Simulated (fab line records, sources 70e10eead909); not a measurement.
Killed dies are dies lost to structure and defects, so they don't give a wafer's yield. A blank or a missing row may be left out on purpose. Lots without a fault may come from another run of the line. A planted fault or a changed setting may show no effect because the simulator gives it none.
Chamber matching | flow nand_harc | NHARC_A_CONTACT_DEP_29 on pecvd-01: 3 sister chambers
The step deposits SiON, target thk 100 nm. 14 wafers are shown with their chamber, then 7 later ones without.

WAFERS WITH THEIR CHAMBER
wafer  | chamber | heater_power_w (W)
L079.1 | 0       | 570
L079.2 | 1       | 940
L079.4 | 2       | 797
L078.4 | 2       | 707
L078.5 | 0       | 582
L078.6 | 1       | 954
L085.1 | 0       | 545
L085.3 | 2       | 717
L085.6 | 2       | 739
L086.4 | 1       | 912
L086.5 | 2       | 780
L086.6 | 0       | 539
L094.1 | 1       | 995
L094.2 | 2       | 763

SIGNATURES (means of the wafers above)
reading        | chamber 0 | chamber 1 | chamber 2 | scatter within a chamber
heater_power_w | 559.00    | 950.25    | 750.50    | 31.9
Rule: a wafer's distance from a chamber is the root of the sum, over the readings, of the square of ((its reading less the chamber's mean) divided by the reading's scatter). The wafer belongs to the nearest chamber; if the next one is less than 2 further off, it can't be placed. The scatter: the root of (the sum of the squares of (reading less its chamber's mean) over the shown wafers, divided by (wafers less chambers)).

WAFERS WITHOUT THEIR CHAMBER
wafer  | heater_power_w (W)
L094.3 | 592
L094.4 | 597
L094.5 | 760
L094.6 | 1003
L097.3 | 1014
L097.4 | 654
L097.5 | 1018

WHICH CHAMBER EACH WENT THROUGH
wafer  | from the rows above     | in truth
L094.3 | 0                       | 0
L094.4 | 0                       | 0
L094.5 | 2                       | 2
L094.6 | 1                       | 1
L097.3 | 1                       | 1
L097.4 | can't be placed: 0 or 2 | 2
L097.5 | 1                       | 1
Placed correctly: 6 of 7. Can't be placed from these rows: 1 (the true chamber is among the candidates in 1). Placed wrongly: 0.
